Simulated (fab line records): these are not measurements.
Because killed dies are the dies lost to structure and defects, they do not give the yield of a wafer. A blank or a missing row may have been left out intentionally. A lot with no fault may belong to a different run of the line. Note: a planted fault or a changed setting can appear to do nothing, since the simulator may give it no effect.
fab line records | flow n5-finfet
record: lots: 11 | wafers: 32 | last-day: 18
route steps=1938 shown BEOL_M12@1612
lots that met no fault: taken from a fault-free run of the same line
start-h: start of the lot's first displayed wafer, in hours after the record's first day | wait-h: time in hours since the lot's previous step | " as in the row above | L1.1+2: a row that stands for several wafers | - either no value or no given start | * or withheld: withheld | < > ~ a bound
route shown NAME@n: NAME is a module with steps in the file, n the number in the route of the first one | usual: mean/standard deviation taken from wafers without a fault | same: alike in all rows | chamber/n: place in a boat | sites: the reading at each site | _std_site: how widely they spread, as a standard deviation | _edge_site: outer sites' mean less inner sites' | radius-mm: how far each site lies from the wafer's centre | mask NAME#n: copy n | behind: the last tool/chamber to shape the wafer | hold: why the lot was held/for how many hours/how that ended | device: the transistor (n, p or np) that didn't switch | end of line: at the end of the route, the tests of the same wafers | step lacking rows: just its recipe | killed: at the first sort, the dies lost to defects and structure; wafer yield is something else | map: a wafer's dies, marking killed ones x, the rest . and places with no die _
set.NAME: the run value of the setting; set.NAME@STEP: its run value at that earlier step | model.NAME: the simulator's own value behind a step, which no gauge read
one table for each step of the route and one row for each wafer, over a sample of lots
services: when a tool's chamber went out of use (start-h, in hours from the record's first day, below 0 if earlier), for how many hours, and the reason
== steps ==
step: N5_BEOL_M12_CD_MEAS_10
recipe: target-cd-nm: 140 | landing-energy-ev: 500 | detector: se-inlens | polarity: opening
usual: cd-nm: 139.6/2
same: landing-energy-ev: 500
lot.wafer | tool      | chamber | start-h | wait-h | cd-nm
L462.1    | cd-sem-01 | 0       | 235.67  | -      | 137.7
L462.3    | "         | 0       | "       | "      | 135.2
L462.4    | "         | 0       | "       | "      | 137.0
L465.1    | cd-sem-01 | 0       | 237.81  | -      | 140.9
L465.4    | "         | 0       | "       | "      | 145.0
L465.5    | "         | 0       | "       | "      | 141.8
L463.2    | cd-sem-02 | 0       | 237.95  | -      | 137.0
L463.5    | "         | 0       | "       | "      | 139.2
L463.6    | "         | 0       | "       | "      | 142.9
L464.1    | cd-sem-03 | 0       | 251.55  | -      | 138.0
L464.2    | "         | 0       | "       | "      | 136.5
L464.4    | "         | 0       | "       | "      | 138.2
L466.3    | cd-sem-02 | 0       | 261.74  | -      | 137.6
L466.4    | "         | 0       | "       | "      | 137.7
L466.5    | "         | 0       | "       | "      | 137.2
L477.1    | cd-sem-02 | 0       | 320.69  | -      | 140.6
L477.4    | "         | 0       | "       | "      | 136.2
L477.5    | "         | 0       | "       | "      | 138.7
L475.5    | cd-sem-01 | 0       | 327.52  | -      | 140.4
L475.6    | "         | 0       | "       | "      | 142.0
L478.2    | cd-sem-03 | 0       | 341.27  | -      | 140.6
L478.3    | "         | 0       | "       | "      | 140.0
L478.5    | "         | 0       | "       | "      | 138.1
L480.2    | cd-sem-01 | 0       | 349.29  | -      | 137.2
L480.4    | "         | 0       | "       | "      | 141.9
L480.5    | "         | 0       | "       | "      | 140.2
L483.1    | cd-sem-03 | 0       | 366.22  | -      | 137.7
L483.4    | "         | 0       | "       | "      | 139.0
L483.6    | "         | 0       | "       | "      | 141.8
L479.3    | cd-sem-01 | 0       | 388.69  | -      | 143.1
L479.4    | "         | 0       | "       | "      | 140.9
L479.5    | "         | 0       | "       | "      | 140.1
step: N5_BEOL_M12_OVL_MEAS_11
recipe: points-per-wafer: 44
usual: V11_OVL: 2/5.6
lot.wafer | tool       | chamber | start-h | wait-h | V11_OVL[nm]
L462.1    | overlay-02 | 0       | 235.71  | 0.0    | -10
L462.3    | "          | 0       | "       | "      | -4
L462.4    | "          | 0       | "       | "      | -7
L465.1    | overlay-01 | 0       | 237.84  | 0.0    | 4
L465.4    | "          | 0       | "       | "      | 9
L465.5    | "          | 0       | "       | "      | 7
L463.2    | overlay-01 | 0       | 237.98  | 0.0    | 1
L463.5    | "          | 0       | "       | "      | -2
L463.6    | "          | 0       | "       | "      | 6
L464.1    | overlay-02 | 0       | 251.58  | 0.0    | 4
L464.2    | "          | 0       | "       | "      | -1
L464.4    | "          | 0       | "       | "      | 6
L466.3    | overlay-01 | 0       | 261.77  | 0.0    | 6
L466.4    | "          | 0       | "       | "      | 5
L466.5    | "          | 0       | "       | "      | 7
L477.1    | overlay-01 | 0       | 320.72  | 0.0    | -1
L477.4    | "          | 0       | "       | "      | 3
L477.5    | "          | 0       | "       | "      | -7
L475.5    | overlay-01 | 0       | 327.56  | 0.0    | -8
L475.6    | "          | 0       | "       | "      | -7
L478.2    | overlay-02 | 0       | 341.30  | 0.0    | 9
L478.3    | "          | 0       | "       | "      | 1
L478.5    | "          | 0       | "       | "      | 5
L480.2    | overlay-02 | 0       | 349.32  | 0.0    | 5
L480.4    | "          | 0       | "       | "      | -1
L480.5    | "          | 0       | "       | "      | -4
L483.1    | overlay-02 | 0       | 366.25  | 0.0    | 8
L483.4    | "          | 0       | "       | "      | 6
L483.6    | "          | 0       | "       | "      | 8
L479.3    | overlay-01 | 0       | 388.72  | 0.0    | 0
L479.4    | "          | 0       | "       | "      | 0
L479.5    | "          | 0       | "       | "      | -2
step: N5_BEOL_M12_CD_MEAS_17
recipe: target-cd-nm: 140 | polarity: opening
usual: cd-nm: 139.5/2.3
lot.wafer | tool      | chamber | start-h | wait-h | cd-nm
L462.1    | cd-sem-02 | -       | 236.26  | 0.0    | 136.5
L462.3    | "         | -       | "       | "      | 135.4
L462.4    | "         | -       | "       | "      | 137.5
L465.1    | cd-sem-01 | -       | 238.41  | 0.0    | 141.5
L465.4    | "         | -       | "       | "      | 144.1
L465.5    | "         | -       | "       | "      | 141.0
L463.2    | cd-sem-03 | -       | 238.80  | 0.0    | 135.8
L463.5    | "         | -       | "       | "      | 138.5
L463.6    | "         | -       | "       | "      | 143.2
L464.1    | cd-sem-03 | -       | 252.13  | 0.0    | 137.2
L464.2    | "         | -       | "       | "      | 137.5
L464.4    | "         | -       | "       | "      | 139.1
L466.3    | cd-sem-03 | -       | 262.32  | 0.0    | 136.2
L466.4    | "         | -       | "       | "      | 136.2
L466.5    | "         | -       | "       | "      | 135.8
L477.1    | cd-sem-02 | -       | 321.27  | 0.0    | 139.8
L477.4    | "         | -       | "       | "      | 136.2
L477.5    | "         | -       | "       | "      | 136.7
L475.5    | cd-sem-03 | -       | 328.12  | 0.0    | 141.2
L475.6    | "         | -       | "       | "      | 141.9
L478.2    | cd-sem-01 | -       | 342.52  | 0.0    | 140.6
L478.3    | "         | -       | "       | "      | 139.7
L478.5    | "         | -       | "       | "      | 137.8
L480.2    | cd-sem-03 | -       | 349.87  | 0.0    | 136.8
L480.4    | "         | -       | "       | "      | 139.7
L480.5    | "         | -       | "       | "      | 140.6
L483.1    | cd-sem-02 | -       | 366.80  | 0.0    | 138.2
L483.4    | "         | -       | "       | "      | 138.5
L483.6    | "         | -       | "       | "      | 142.0
L479.3    | cd-sem-03 | -       | 389.28  | 0.0    | 142.6
L479.4    | "         | -       | "       | "      | 140.6
L479.5    | "         | -       | "       | "      | 139.7
step: N5_BEOL_M12_ETCH_68
recipe: chemistry: N2/H2 | target: SOC | mask-material: SiARC | source-w: 3000 | bias-w: 350 | temp-c: 40 | time-s: 285 | ion-energy-ev: 200 | pressure-mtorr: 30 | n2-flow-sccm: 200 | h2-flow-sccm: 200
usual: drypump-motor-current-A: 5.8/0.43 | n2-flow-sccm: 199.9/0.59 | oes-product-au: 0.79/0.096 | rf-vpp-V: 523.8/1.7 | showerhead-plenum-p-Torr: 2.53/0.052 | throttle-valve-pct: 17.77/0.24
lot.wafer | tool        | chamber | start-h | wait-h | drypump-motor-current-A | n2-flow-sccm | oes-product-au | rf-hours-counter-h | rf-vpp-V | showerhead-plenum-p-Torr | throttle-valve-pct
L462.1    | rie-diel-04 | 1       | 236.98  | 0.1    | 5.6                     | 200.2        | 0.79           | 111                | 525.2    | 2.56                     | 17.96
L462.3    | "           | 3       | "       | "      | 5.6                     | 200.0        | 0.94           | 11                 | 526.7    | 2.59                     | 17.58
L462.4    | "           | 2       | "       | "      | 6.0                     | 200.0        | 0.78           | 122                | 525.5    | 2.55                     | 17.53
L465.1    | rie-diel-01 | 3       | 239.13  | 0.1    | 6.7                     | 199.1        | 0.69           | 254                | 525.5    | 2.59                     | 17.97
L465.4    | "           | 1       | "       | "      | 6.2                     | 200.1        | 0.81           | 97                 | 524.4    | 2.58                     | 18.03
L465.5    | "           | 2       | "       | "      | 5.6                     | 200.6        | 0.76           | -                  | 520.8    | 2.45                     | 18.02
L463.2    | rie-diel-04 | 0       | 239.52  | 0.1    | 5.3                     | 200.2        | 0.68           | 225                | 522.7    | 2.52                     | 17.81
L463.5    | "           | 0       | "       | "      | 5.3                     | 200.6        | 0.69           | -                  | 522.0    | 2.52                     | 17.80
L463.6    | "           | 1       | "       | "      | 5.6                     | 199.3        | 0.78           | -                  | 524.4    | 2.56                     | 17.98
L464.1    | rie-diel-04 | 1       | 252.85  | 0.1    | 5.5                     | 200.8        | 0.79           | 116                | 523.3    | 2.56                     | 17.98
L464.2    | "           | 2       | "       | "      | 5.9                     | 199.5        | 0.77           | 128                | 523.7    | 2.55                     | 17.55
L464.4    | "           | 3       | "       | "      | 5.6                     | 199.4        | 0.94           | 16                 | 525.8    | 2.58                     | 17.59
L466.3    | rie-diel-02 | 2       | 262.92  | 0.1    | 6.6                     | 199.8        | 0.74           | 199                | 525.5    | 2.63                     | 18.19
L466.4    | "           | 0       | "       | "      | 6.2                     | 199.4        | 0.87           | 50                 | 525.3    | 2.59                     | 17.60
L466.5    | "           | 1       | "       | "      | 5.8                     | 199.8        | 0.74           | -                  | 522.7    | 2.51                     | 17.77
L477.1    | rie-diel-01 | 2       | 321.87  | 0.1    | 5.6                     | 199.7        | 0.73           | 159                | 521.5    | 2.44                     | 18.07
L477.4    | "           | 0       | "       | "      | 5.9                     | 199.6        | 0.70           | -                  | 520.1    | 2.41                     | 17.84
L477.5    | "           | 3       | "       | "      | 6.7                     | 200.2        | 0.97           | -                  | 525.7    | 2.58                     | 17.55
L475.5    | rie-diel-04 | 0       | 328.98  | 0.1    | 5.3                     | 199.7        | 1.17           | -                  | 523.3    | 2.51                     | 17.36
L475.6    | "           | 1       | "       | "      | 5.6                     | 199.5        | 0.75           | -                  | 525.0    | 2.55                     | 18.05
L478.2    | rie-diel-01 | 3       | 343.60  | 0.1    | 6.7                     | 200.9        | 0.95           | 21                 | 526.5    | 2.58                     | 17.56
L478.3    | "           | 1       | "       | "      | 6.2                     | 199.5        | 0.79           | 125                | 524.4    | 2.56                     | 18.06
L478.5    | "           | 1       | "       | "      | 6.2                     | 200.0        | 0.79           | -                  | 524.7    | 2.56                     | 18.06
L480.2    | rie-diel-02 | 2       | 350.60  | 0.1    | 6.6                     | 198.8        | 0.70           | 233                | 526.3    | 2.61                     | 18.24
L480.4    | "           | 0       | "       | "      | 6.2                     | 199.9        | 0.81           | -                  | 524.8    | 2.57                     | 17.67
L480.5    | "           | 1       | "       | "      | 5.8                     | 199.3        | 0.72           | -                  | 521.6    | 2.50                     | 17.83
L483.1    | rie-diel-02 | 0       | 367.42  | 0.1    | 6.2                     | 199.0        | 0.79           | 97                 | 523.1    | 2.57                     | 17.71
L483.4    | "           | 1       | "       | "      | 5.8                     | 199.6        | 0.71           | 224                | 524.0    | 2.49                     | 17.85
L483.6    | "           | 2       | "       | "      | 6.6                     | 200.1        | 0.70           | -                  | 525.9    | 2.61                     | 18.25
L479.3    | rie-diel-04 | 2       | 389.87  | 0.1    | 6.0                     | 200.8        | 0.73           | 178                | 523.5    | 2.53                     | 17.65
L479.4    | "           | 0       | "       | "      | 5.3                     | 199.3        | 0.90           | 25                 | 523.5    | 2.50                     | 17.40
L479.5    | "           | 2       | "       | "      | 6.0                     | 200.8        | 0.73           | -                  | 524.9    | 2.53                     | 17.63
== services ==
tool        | chamber | start-h | hours | kind
rie-diel-01 | 3       | 242.29  | 6.0   | repair
rie-diel-01 | 1       | 269.22  | 5.2   | repair
rie-diel-01 | -       | 280.26  | 14.6  | pm
rie-diel-04 | 0       | 305.44  | -     | clean
rie-diel-04 | 0       | 305.44  | -     | consumable-replace:focus-ring
rie-diel-04 | 0       | 305.44  | 17.7  | scheduled-down
rie-diel-04 | 0       | 305.44  | 17.7  | vent-cycle
rie-diel-01 | 1       | 315.35  | 8.1   | repair
rie-diel-02 | 1       | 318.16  | 4.5   | repair
rie-diel-02 | 3       | 322.29  | 6.9   | repair
rie-diel-02 | 3       | 343.56  | -     | clean
rie-diel-02 | 3       | 343.56  | -     | consumable-replace:focus-ring
rie-diel-02 | 3       | 343.56  | 21.9  | scheduled-down
rie-diel-02 | 3       | 343.56  | 21.9  | vent-cycle
rie-diel-02 | 1       | 372.11  | 5.3   | repair
rie-diel-01 | 2       | 372.55  | 2.4   | repair
rie-diel-02 | -       | 382.23  | 3.2   | repair
== key ==
first-sign: step: N5_BEOL_M12_ETCH_68 | reading: oes-product-au | direction: up | sigmas: 3.9 | usual: 0.79 | struck: 1.17
effect none on later readings
met-at N5_BEOL_M12_ETCH_68
struck-lots L475
struck-wafers L475.5
not-acting-at N5_BEOL_M12_CD_MEAS_10,N5_BEOL_M12_OVL_MEAS_11,N5_BEOL_M12_CD_MEAS_17
onset-between 252.85 328.98
fault: kind: process-parameter-drift | tool: rie-diel-04 | chamber: - | onset-h: 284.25 | steps: N5_BEOL_M12_ETCH_68 | channel: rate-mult | offset: 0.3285 | shape: step | end-h: 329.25 | scope: struck-wafers-only
